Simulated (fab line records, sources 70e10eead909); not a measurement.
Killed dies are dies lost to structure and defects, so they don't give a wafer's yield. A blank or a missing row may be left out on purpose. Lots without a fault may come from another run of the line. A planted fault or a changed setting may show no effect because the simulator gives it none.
fab line records | flow nand_harc
record lots=24 wafers=72 last_day=34
route steps=1302 shown A_M0@1153 A_M1@1183
lots that met no fault: from a run of the same line without faults
start_h: hours from the record's first day to the start of the lot's first wafer shown | wait_h: hours since the lot's step before | " the same as in the row above | L1.1+2: a row that stands for several wafers | - no value, or no start given | * or withheld: withheld | < > ~ a bound
route shown NAME@n: a module of which the file shows steps, and the number in the route of the first | usual: mean/standard deviation of fault-free wafers | same: alike in all rows | chamber/n: place in a boat | sites: the reading at each site | _std_site: their standard deviation | _edge_site: outer sites' mean less inner sites' | radius_mm: how far each site lies from the wafer's centre | mask NAME#n: copy n | behind: the tool/chamber that last shaped the wafer | hold: why the lot was held/for how many hours/how that ended | device: the transistor (n, p or np) that didn't switch | end of line: the same wafers' tests at the end of the route | a step without rows: its recipe alone | killed: dies lost to structure and defects at the first sort, not the wafer's yield | map: a wafer's dies, x killed, . not, _ none there
set.NAME: the setting as run; set.NAME@STEP: as run at that earlier step | model.NAME: the simulator's own value behind a step, which no gauge read
steps of the route over a sample of lots; a table a step, a row a wafer
services: from which hour (start_h, from the record's first day; less than 0 if before it) a tool's chamber was out of use, for how many hours, and why
## steps
# step NHARC_A_M0_CD_MEAS_16
# usual cd_nm=80.5/1.1
# columns lot.wafer tool chamber start_h wait_h cd_nm
L075.1 cd_sem-01 - 526.68 - 80.5
L075.2 " - " " 81.5
L075.6 " - " " 80.2
L077.1 cd_sem-01 - 536.13 - 80.3
L077.2 " - " " 79.9
L077.3 " - " " 79.2
L076.3 cd_sem-02 - 542.05 - 80.6
L076.4 " - " " 80.8
L076.5 " - " " 79.0
L078.1 cd_sem-03 - 544.12 - 80.4
L078.2 " - " " 79.7
L078.6 " - " " 81.1
L074.3 cd_sem-03 - 545.50 - 80.2
L074.4 " - " " 79.1
L074.5 " - " " 80.8
L081.1 cd_sem-03 - 567.67 - 78.3
L081.2 " - " " 78.3
L081.4 " - " " 79.3
L079.2 cd_sem-03 - 569.49 - 80.8
L079.3 " - " " 81.5
L079.5 " - " " 79.4
L080.2 cd_sem-03 - 571.60 - 79.9
L080.3 " - " " 78.6
L080.4 " - " " 78.1
L083.1 cd_sem-02 - 600.76 - 80.3
L083.3 " - " " 80.6
L083.6 " - " " 80.9
L082.1 cd_sem-02 - 604.25 - 81.9
L082.3 " - " " 81.2
L082.5 " - " " 81.2
L085.1 cd_sem-01 - 626.22 - 79.8
L085.2 " - " " 79.8
L085.5 " - " " 81.8
L084.1 cd_sem-02 - 638.12 - 81.5
L084.2 " - " " 81.0
L084.3 " - " " 81.7
L086.2 cd_sem-03 - 642.67 - 80.4
L086.3 " - " " 79.7
L086.5 " - " " 80.4
L087.2 cd_sem-02 - 667.02 - 82.2
L087.5 " - " " 80.7
L087.6 " - " " 81.8
L090.3 cd_sem-02 - 667.76 - 80.4
L090.5 " - " " 81.8
L090.6 " - " " 81.1
L088.2 cd_sem-01 - 671.48 - 79.5
L088.3 " - " " 80.8
L088.5 " - " " 79.8
L089.1 cd_sem-03 - 673.52 - 82.7
L089.2 " - " " 82.5
L089.3 " - " " 83.1
L091.1 cd_sem-03 - 678.86 - 79.9
L091.3 " - " " 79.4
L091.4 " - " " 80.4
L092.1 cd_sem-01 - 709.15 - 81.0
L092.3 " - " " 82.2
L092.4 " - " " 81.1
L093.2 cd_sem-03 - 718.42 - 79.0
L093.4 " - " " 79.7
L093.5 " - " " 79.5
L095.1 cd_sem-03 - 740.84 - 81.7
L095.3 " - " " 82.0
L095.5 " - " " 81.8
L096.1 cd_sem-02 - 743.00 - 81.3
L096.3 " - " " 80.8
L096.4 " - " " 80.1
L094.1 cd_sem-01 - 746.34 - 80.6
L094.3 " - " " 81.3
L094.4 " - " " 80.7
L097.3 cd_sem-02 - 761.50 - 81.6
L097.4 " - " " 81.1
L097.6 " - " " 80.1
# step NHARC_A_M1_ETCH_35
# recipe target_depth_a=400 overetch_a=120 time_s=43.94 ion_energy_ev=200 n2_flow_sccm=150 h2_flow_sccm=150 ar_flow_sccm=0 rf_w=400 bias_w=150 chemistry=N2/H2
# usual drypump_motor_current_A=5.8/0.32 oes_product_au=0.999/0.0093 rf_fwd_power_W=395.0/1.8 rf_vpp_V=432.1/2 showerhead_plenum_p_Torr=2.10/0.07 throttle_valve_pct=14.170/0.0094
# same time_s=43.94
# columns lot.wafer tool chamber start_h wait_h drypump_motor_current_A oes_product_au rf_fwd_power_W rf_hours_counter_h rf_vpp_V showerhead_plenum_p_Torr throttle_valve_pct
L075.2 rie_diel-02 0 530.39 0.1 5.6 0.997 395.8 3.1 430.2 2.04 14.178
L075.1 " 2 " " 6.0 1.001 397.5 3.1 432.8 2.15 14.154
L075.6 " 3 " " 5.9 1.009 394.9 - 434.7 2.16 14.158
L077.2 rie_diel-02 2 539.88 0.1 6.0 1.006 396.3 3.7 435.6 2.15 14.174
L077.3 " 3 " " 5.8 0.993 394.4 3.7 432.2 2.16 14.174
L077.1 " 0 " " 5.7 0.984 394.3 3.7 429.5 2.04 14.168
L076.3 rie_diel-02 0 546.55 0.1 5.6 0.996 393.8 3.8 430.3 2.04 14.167
L076.5 " 3 " " 5.9 1.009 395.7 - 432.8 2.16 14.163
L076.4 " 0 " " 5.6 0.989 394.0 - 431.0 2.04 14.179
L078.2 rie_diel-02 1 548.30 0.1 5.7 1.004 395.9 3.1 431.8 2.12 14.173
L078.1 " 2 " " 6.0 1.006 397.9 3.9 435.6 2.15 14.176
L078.6 " 1 " " 5.7 0.996 397.1 - 431.0 2.12 14.170
L074.3 rie_diel-03 2 549.36 0.1 5.4 1.004 392.3 3.1 428.9 1.99 14.165
L074.4 " 3 " " 5.7 0.990 398.0 3.3 435.0 2.20 14.162
L074.5 " 1 " " 5.4 1.016 396.4 - 432.3 2.08 14.169
L081.1 rie_diel-03 1 571.53 0.1 5.4 1.007 396.2 4.7 430.9 2.08 14.182
L081.2 " 2 " " 5.4 1.008 395.6 4.4 429.0 1.99 14.162
L081.4 " 1 " " 5.4 1.007 397.4 - 430.9 2.08 14.180
L079.3 rie_diel-07 3 573.46 0.1 6.0 0.993 393.1 5.1 431.5 2.06 14.169
L079.2 " 0 " " 5.5 0.992 395.3 5.3 431.2 2.12 14.182
L079.5 " 1 " " 5.2 1.000 393.4 - 434.4 2.18 14.196
L080.3 rie_diel-03 1 575.49 0.1 5.4 1.014 397.3 5.0 431.6 2.08 14.174
L080.2 " 2 " " 5.4 0.998 392.7 4.7 429.6 1.99 14.180
L080.4 " 3 " " 5.7 0.986 396.0 - 434.7 2.20 14.167
L083.1 rie_diel-03 2 604.53 0.1 5.4 0.994 390.8 7.1 428.3 1.99 14.157
L083.3 " 3 " " 5.7 0.997 397.6 - 434.3 2.19 14.159
L083.6 " 2 " " 5.5 0.987 393.6 - 429.2 1.99 14.167
L082.1 rie_diel-02 2 608.10 0.1 6.0 0.983 396.8 1.0 435.2 2.15 14.159
L082.3 " 1 " " 5.8 0.991 396.1 1.1 433.8 2.12 14.180
L082.5 " 3 " " 5.8 0.990 396.2 - 433.1 2.16 14.163
L085.1 rie_diel-07 0 630.05 0.1 5.5 0.989 396.5 7.8 431.6 2.12 14.166
L085.2 " 1 " " 5.1 0.998 393.4 7.8 434.8 2.18 14.172
L085.5 " 0 " " 5.5 0.995 398.3 - 432.1 2.12 14.188
L084.1 rie_diel-07 1 641.82 0.1 5.2 0.995 392.0 8.0 435.5 2.18 14.160
L084.3 " 3 " " 6.1 1.007 393.5 7.3 431.5 2.06 14.161
L084.2 " 0 " " 5.5 0.995 397.9 8.0 432.2 2.12 14.180
L086.3 rie_diel-02 3 646.39 0.1 5.8 1.004 393.4 1.9 433.2 2.16 14.164
L086.2 " 0 " " 5.6 0.993 394.6 1.9 430.6 2.04 14.187
L086.5 " 1 " " 5.8 1.004 397.2 - 432.8 2.12 14.147
L087.2 rie_diel-02 0 670.90 0.1 5.6 0.992 396.0 2.5 430.7 2.04 14.173
L087.6 " 1 " " 5.8 1.006 393.8 - 431.6 2.12 14.160
L087.5 " 2 " " 5.9 1.001 396.8 - 432.4 2.15 14.149
L090.3 rie_diel-02 1 672.84 0.1 5.8 1.010 395.9 2.6 432.9 2.12 14.146
L090.5 " 1 " " 5.8 1.003 397.2 - 432.4 2.12 14.167
L090.6 " 2 " " 6.0 0.995 397.2 - 431.6 2.15 14.170
L088.2 rie_diel-02 3 675.35 0.1 5.9 1.005 395.6 2.9 432.7 2.16 14.169
L088.3 " 2 " " 6.0 1.006 396.8 2.8 433.4 2.15 14.163
L088.5 " 3 " " 5.8 1.004 395.7 - 434.2 2.16 14.168
L089.2 rie_diel-07 3 677.28 0.1 6.1 0.992 391.3 1.5 430.4 2.06 14.177
L089.1 " 0 " " 5.5 0.991 394.5 1.9 432.9 2.12 14.164
L089.3 " 2 " " 6.4 0.987 394.4 1.5 430.2 1.96 14.153
L091.1 rie_diel-02 0 682.71 0.1 5.6 0.996 397.3 3.4 431.9 2.04 14.182
L091.4 " 1 " " 5.8 1.008 393.3 3.1 433.0 2.12 14.162
L091.3 " 2 " " 6.0 0.993 394.6 3.2 432.9 2.15 14.155
L092.4 rie_diel-07 2 712.96 0.1 6.4 0.997 395.9 3.5 427.7 1.97 14.174
L092.1 " 3 " " 6.0 0.996 391.4 3.4 432.1 2.06 14.168
L092.3 " 1 " " 5.1 1.004 393.2 3.4 434.3 2.18 14.186
L093.2 rie_diel-02 0 722.44 0.1 5.6 0.989 393.0 4.3 431.0 2.04 14.176
L093.4 " 2 " " 6.0 0.998 395.6 3.7 435.2 2.15 14.166
L093.5 " 0 " " 5.6 0.997 393.2 - 429.4 2.04 14.171
L095.1 rie_diel-07 1 744.71 0.1 5.1 0.996 394.1 4.6 433.7 2.18 14.148
L095.3 " 2 " " 6.4 0.985 394.3 4.5 428.1 1.96 14.189
L095.5 " 3 " " 6.1 1.001 392.1 - 431.3 2.06 14.159
L096.1 rie_diel-02 3 746.94 0.1 5.8 1.002 394.6 4.7 434.2 2.16 14.167
L096.3 " 0 " " 5.6 0.986 394.4 4.7 429.0 2.04 14.164
L096.4 " 1 " " 5.8 0.998 393.9 4.6 433.5 2.12 14.186
L094.1 rie_diel-07 1 750.38 0.1 5.1 0.987 393.9 4.8 434.8 2.18 14.182
L094.3 " 2 " " 6.5 0.995 395.5 4.7 428.2 1.96 14.173
L094.4 " 0 " " 5.5 0.983 394.2 4.9 433.6 2.12 14.167
L097.3 rie_diel-02 0 765.28 0.1 5.6 1.013 392.2 0.1 430.0 2.04 14.183
L097.4 " 3 " " 5.8 1.009 397.0 - 435.3 2.16 14.179
L097.6 " 0 " " 5.6 1.005 392.6 - 429.6 2.04 14.163
# step NHARC_A_M1_ANNEAL_31
# recipe temp_c=225 time_s=90
# usual wafer_temp_C_max=225.92/0.24
# same time_s=90
# columns lot.wafer tool chamber start_h wait_h wafer_temp_C_max
L075.1 rtp_anneal-02 0 532.08 - 226.13
L075.2 " 0 " " 226.23
L075.6 " 0 " " 225.87
L077.1 rtp_anneal-02 0 541.61 0.4 226.09
L077.2 " 0 " " 226.47
L077.3 " 0 " " 226.05
L076.3 rtp_anneal-01 0 548.34 0.3 225.49
L076.4 " 0 " " 225.67
L076.5 " 0 " " 225.82
L078.1 rtp_anneal-01 0 550.04 0.4 226.14
L078.2 " 0 " " 226.29
L078.6 " 0 " " 225.91
L074.3 rtp_anneal-01 0 551.13 0.3 225.90
L074.4 " 0 " " 225.98
L074.5 " 0 " " 225.76
L081.1 rtp_anneal-01 0 573.26 - 226.09
L081.2 " 0 " " 226.05
L081.4 " 0 " " 225.97
L079.2 rtp_anneal-02 0 575.24 - 225.99
L079.3 " 0 " " 226.20
L079.5 " 0 " " 225.95
L080.2 rtp_anneal-01 0 577.35 - 226.08
L080.3 " 0 " " 225.94
L080.4 " 0 " " 225.70
L083.1 rtp_anneal-02 0 606.27 - 225.93
L083.3 " 0 " " 226.14
L083.6 " 0 " " 225.96
L082.1 rtp_anneal-01 0 609.86 0.3 225.43
L082.3 " 0 " " 225.96
L082.5 " 0 " " 225.79
L085.1 rtp_anneal-01 0 631.75 - 225.65
L085.2 " 0 " " 225.70
L085.5 " 0 " " 225.74
L084.1 rtp_anneal-01 0 643.49 - 225.85
L084.2 " 0 " " 225.54
L084.3 " 0 " " 225.60
L086.2 rtp_anneal-01 0 655.51 - 226.01
L086.3 " 0 " " 226.16
L086.5 " 0 " " 225.83
L087.2 rtp_anneal-01 0 672.61 0.3 225.96
L087.5 " 0 " " 225.83
L087.6 " 0 " " 225.72
L090.3 rtp_anneal-02 0 674.64 0.3 226.17
L090.5 " 0 " " 225.97
L090.6 " 0 " " 226.22
L088.2 rtp_anneal-01 0 677.06 - 226.05
L088.3 " 0 " " 226.20
L088.5 " 0 " " 225.92
L089.1 rtp_anneal-02 0 678.95 0.3 225.87
L089.2 " 0 " " 225.45
L089.3 " 0 " " 225.81
L091.1 rtp_anneal-02 0 684.39 - 226.12
L091.3 " 0 " " 226.25
L091.4 " 0 " " 225.93
L092.1 rtp_anneal-02 0 714.70 0.3 225.78
L092.3 " 0 " " 225.95
L092.4 " 0 " " 225.78
L093.2 rtp_anneal-01 0 724.16 - 225.56
L093.4 " 0 " " 225.94
L093.5 " 0 " " 226.28
L095.1 rtp_anneal-01 0 746.40 0.3 225.71
L095.3 " 0 " " 225.91
L095.5 " 0 " " 225.38
L096.1 rtp_anneal-01 0 748.63 0.3 226.00
L096.3 " 0 " " 226.05
L096.4 " 0 " " 225.71
L094.1 rtp_anneal-01 0 752.13 - 226.02
L094.3 " 0 " " 226.02
L094.4 " 0 " " 225.85
L097.3 rtp_anneal-01 0 767.06 - 226.04
L097.4 " 0 " " 225.72
L097.6 " 0 " " 225.96
# step NHARC_A_M1_THK_MEAS_24
# recipe thk_meas_gauge=xrf
# usual thk_nm=154.4/1.4
# columns lot.wafer tool chamber start_h wait_h thk_nm
L075.1 film_metro-02 - 532.74 - 154.5
L075.2 " - " " 152.9
L075.6 " - " " 155.0
L077.1 film_metro-01 - 542.26 - 155.7
L077.2 " - " " 153.4
L077.3 " - " " 155.2
L076.3 film_metro-02 - 548.90 - 153.3
L076.4 " - " " 156.3
L076.5 " - " " 154.3
L078.1 film_metro-01 - 550.71 - 156.8
L078.2 " - " " 156.2
L078.6 " - " " 156.4
L074.3 film_metro-02 - 551.68 - 154.1
L074.4 " - " " 151.3
L074.5 " - " " 156.1
L081.1 film_metro-01 - 573.92 - 154.9
L081.2 " - " " 153.5
L081.4 " - " " 156.6
L079.2 film_metro-02 - 575.85 - 153.8
L079.3 " - " " 153.1
L079.5 " - " " 153.8
L080.2 film_metro-02 - 577.96 - 155.2
L080.3 " - " " 152.0
L080.4 " - " " 154.7
L083.1 film_metro-02 - 606.93 - 155.2
L083.3 " - " " 156.5
L083.6 " - " " 156.3
L082.1 film_metro-01 - 610.52 - 154.4
L082.3 " - " " 154.0
L082.5 " - " " 155.8
L085.1 film_metro-02 - 632.41 - 157.2
L085.2 " - " " 155.0
L085.5 " - " " 153.0
L084.1 film_metro-01 - 644.15 - 155.3
L084.2 " - " " 153.9
L084.3 " - " " 155.5
L086.2 film_metro-02 - 656.11 - 153.0
L086.3 " - " " 155.4
L086.5 " - " " 156.0
L087.2 film_metro-01 - 673.22 - 153.6
L087.5 " - " " 153.7
L087.6 " - " " 155.4
L090.3 film_metro-02 - 675.19 - 155.3
L090.5 " - " " 156.6
L090.6 " - " " 153.2
L088.2 film_metro-01 - 677.67 - 155.7
L088.3 " - " " 152.7
L088.5 " - " " 156.2
L089.1 film_metro-01 - 679.62 - 153.8
L089.2 " - " " 155.0
L089.3 " - " " 153.8
L091.1 film_metro-01 - 685.04 - 155.9
L091.3 " - " " 152.2
L091.4 " - " " 156.4
L092.1 film_metro-01 - 715.37 - 153.7
L092.3 " - " " 154.3
L092.4 " - " " 150.1
L093.2 film_metro-01 - 724.85 - 154.4
L093.4 " - " " 154.7
L093.5 " - " " 155.0
L095.1 film_metro-02 - 747.06 - 153.1
L095.3 " - " " 151.3
L095.5 " - " " 153.7
L096.1 film_metro-02 - 749.30 - 153.9
L096.3 " - " " 154.7
L096.4 " - " " 152.4
L094.1 film_metro-02 - 753.10 - 157.4
L094.3 " - " " 153.0
L094.4 " - " " 154.4
L097.3 film_metro-02 - 767.64 - 155.0
L097.4 " - " " 152.9
L097.6 " - " " 155.1
# step NHARC_A_M1_INSPECT_27
# usual raw_defect_count=508/100
# columns lot.wafer tool chamber start_h wait_h raw_defect_count
L075.1 defect_inspect-01 - 532.90 0.0 520
L075.2 " - " " 530
L075.6 " - " " 476
L077.1 defect_inspect-01 - 542.42 0.0 592
L077.2 " - " " 424
L077.3 " - " " 526
L076.3 defect_inspect-01 - 549.06 0.0 455
L076.4 " - " " 547
L076.5 " - " " 582
L078.1 defect_inspect-02 - 550.87 0.0 526
L078.2 " - " " 587
L078.6 " - " " 607
L074.3 defect_inspect-02 - 551.84 0.0 375
L074.4 " - " " 544
L074.5 " - " " 387
L081.1 defect_inspect-02 - 574.07 0.0 550
L081.2 " - " " 491
L081.4 " - " " 616
L079.2 defect_inspect-02 - 576.00 0.0 426
L079.3 " - " " 414
L079.5 " - " " 417
L080.2 defect_inspect-02 - 578.12 0.0 432
L080.3 " - " " 529
L080.4 " - " " 362
L083.1 defect_inspect-01 - 607.09 0.0 519
L083.3 " - " " 531
L083.6 " - " " 473
L082.1 defect_inspect-01 - 610.67 0.0 949
L082.3 " - " " 493
L082.5 " - " " 563
L085.1 defect_inspect-02 - 632.56 0.0 405
L085.2 " - " " 665
L085.5 " - " " 458
L084.1 defect_inspect-01 - 644.30 0.0 572
L084.2 " - " " 489
L084.3 " - " " 544
L086.2 defect_inspect-02 - 656.29 0.0 406
L086.3 " - " " 564
L086.5 " - " " 413
L087.2 defect_inspect-02 - 673.38 0.0 738
L087.5 " - " " 588
L087.6 " - " " 599
L090.3 defect_inspect-02 - 675.35 0.0 378
L090.5 " - " " 375
L090.6 " - " " 398
L088.2 defect_inspect-01 - 677.83 0.0 431
L088.3 " - " " 630
L088.5 " - " " 481
L089.1 defect_inspect-01 - 679.77 0.0 465
L089.2 " - " " 454
L089.3 " - " " 631
L091.1 defect_inspect-02 - 685.20 0.0 480
L091.3 " - " " 506
L091.4 " - " " 574
L092.1 defect_inspect-01 - 715.52 0.0 516
L092.3 " - " " 432
L092.4 " - " " 559
L093.2 defect_inspect-02 - 725.00 0.0 688
L093.4 " - " " 446
L093.5 " - " " 492
L095.1 defect_inspect-01 - 747.22 0.0 496
L095.3 " - " " 556
L095.5 " - " " 353
L096.1 defect_inspect-01 - 749.46 0.0 526
L096.3 " - " " 243
L096.4 " - " " 380
L094.1 defect_inspect-01 - 753.26 0.0 600
L094.3 " - " " 414
L094.4 " - " " 437
L097.3 defect_inspect-01 - 767.80 0.0 436
L097.4 " - " " 432
L097.6 " - " " 512
# step NHARC_A_M1_DEP_33
# recipe target_thk_a=300 temp_c=370 target_thk_nm=30 pressure_torr=3 flow_sccm=200 rf_w=450 material=SiCN
# usual heater_power_w=624/73 rf_fwd_power_W=449.2/1.4
# columns lot.wafer tool chamber start_h wait_h heater_power_w rf_fwd_power_W
L075.2 pecvd-03 2 533.04 0.1 633 449.5
L075.1 " 1 " " 528 447.4
L075.6 " 1 " " 534 447.6
L077.2 pecvd-01 1 542.57 0.1 555 450.7
L077.3 " 2 " " 645 448.8
L077.1 " 0 " " 619 449.9
L076.3 pecvd-02 2 549.25 0.1 649 451.1
L076.4 " 1 " " 495 449.0
L076.5 " 2 " " 636 451.6
L078.1 pecvd-01 1 551.02 0.1 506 449.1
L078.2 " 2 " " 649 449.1
L078.6 " 1 " " 514 449.3
L074.3 pecvd-02 0 552.03 0.1 744 449.4
L074.4 " 0 " " 733 448.4
L074.5 " 1 " " 492 451.7
L081.1 pecvd-01 1 574.22 0.1 571 450.5
L081.2 " 2 " " 603 449.2
L081.4 " 2 " " 596 446.8
L079.3 pecvd-02 0 576.15 0.1 710 449.0
L079.2 " 1 " " 557 450.0
L079.5 " 0 " " 684 449.0
L080.3 pecvd-02 1 578.26 0.1 538 448.7
L080.2 " 0 " " 725 450.7
L080.4 " 0 " " 712 449.7
L083.1 pecvd-02 0 607.34 0.1 650 446.3
L083.3 " 1 " " 576 448.4
L083.6 " 1 " " 567 449.3
L082.1 pecvd-03 1 610.82 0.1 568 449.0
L082.3 " 2 " " 637 448.1
L082.5 " 1 " " 567 449.7
L085.1 pecvd-03 2 632.76 0.1 672 448.8
L085.2 " 0 " " 641 447.3
L085.5 " 1 " " 547 449.1
L084.2 pecvd-02 1 644.45 0.1 538 450.2
L084.1 " 2 " " 705 448.7
L084.3 " 0 " " 719 453.2
L086.2 pecvd-03 0 656.44 0.1 637 447.5
L086.3 " 1 " " 581 448.6
L086.5 " 2 " " 692 450.5
L087.2 pecvd-03 2 673.52 0.1 669 449.1
L087.6 " 0 " " 657 449.7
L087.5 " 1 " " 478 450.3
L090.3 pecvd-02 1 675.54 0.1 590 450.6
L090.5 " 0 " " 692 448.7
L090.6 " 2 " " 682 448.0
L088.3 pecvd-03 2 678.02 0.1 624 450.8
L088.2 " 0 " " 609 448.7
L088.5 " 0 " " 618 448.0
L089.2 pecvd-03 0 679.93 0.1 611 450.9
L089.1 " 1 " " 566 448.6
L089.3 " 2 " " 650 448.7
L091.3 pecvd-03 1 685.35 0.1 591 449.6
L091.1 " 0 " " 653 447.8
L091.4 " 1 " " 585 447.8
L092.1 pecvd-02 2 715.67 0.1 593 448.4
L092.3 " 0 " " 750 446.3
L092.4 " 0 " " 742 446.5
L093.2 pecvd-03 1 725.19 0.1 468 446.5
L093.5 " 0 " " 610 448.9
L093.4 " 1 " " 474 450.0
L095.1 pecvd-02 0 747.37 0.1 672 453.2
L095.3 " 2 " " 634 449.9
L095.5 " 1 " " 589 449.0
L096.1 pecvd-02 0 749.60 0.1 726 449.4
L096.3 " 1 " " 476 446.9
L096.4 " 1 " " 501 450.6
L094.1 pecvd-02 1 753.45 0.1 545 448.3
L094.3 " 2 " " 563 448.4
L094.4 " 0 " " 736 450.0
L097.3 pecvd-02 0 767.94 0.1 736 447.4
L097.6 " 0 " " 759 449.6
L097.4 " 2 " " 610 450.6
## services
# columns tool chamber start_h hours kind
rie_diel-02 0 525.32 - clean
rie_diel-02 1 529.13 17.8 repair
rie_diel-07 2 532.14 2.5 repair
pecvd-02 0 533.29 13.3 repair
pecvd-02 2 533.41 11.7 repair
pecvd-03 - 548.00 13.0 pm
rie_diel-03 0 561.74 45.0 repair
rie_diel-02 2 565.61 6.4 repair
rie_diel-02 - 570.70 9.0 pm
rie_diel-03 1 576.52 48.2 repair
pecvd-02 - 589.02 13.0 pm
rie_diel-07 3 593.18 9.3 repair
rie_diel-07 2 605.78 2.4 repair
rie_diel-03 - 618.67 1.6 repair
rie_diel-03 - 635.31 9.0 pm
rie_diel-07 3 645.54 2.3 repair
rie_diel-07 - 648.20 9.0 pm
pecvd-01 - 673.00 13.0 pm
rie_diel-07 1 696.20 7.4 repair
rie_diel-02 2 706.95 12.9 repair
pecvd-02 2 718.50 9.9 repair
pecvd-03 - 729.00 13.0 pm
rtp_anneal-02 - 744.09 12.0 pm
rie_diel-02 - 747.70 9.0 pm
## key
fault none
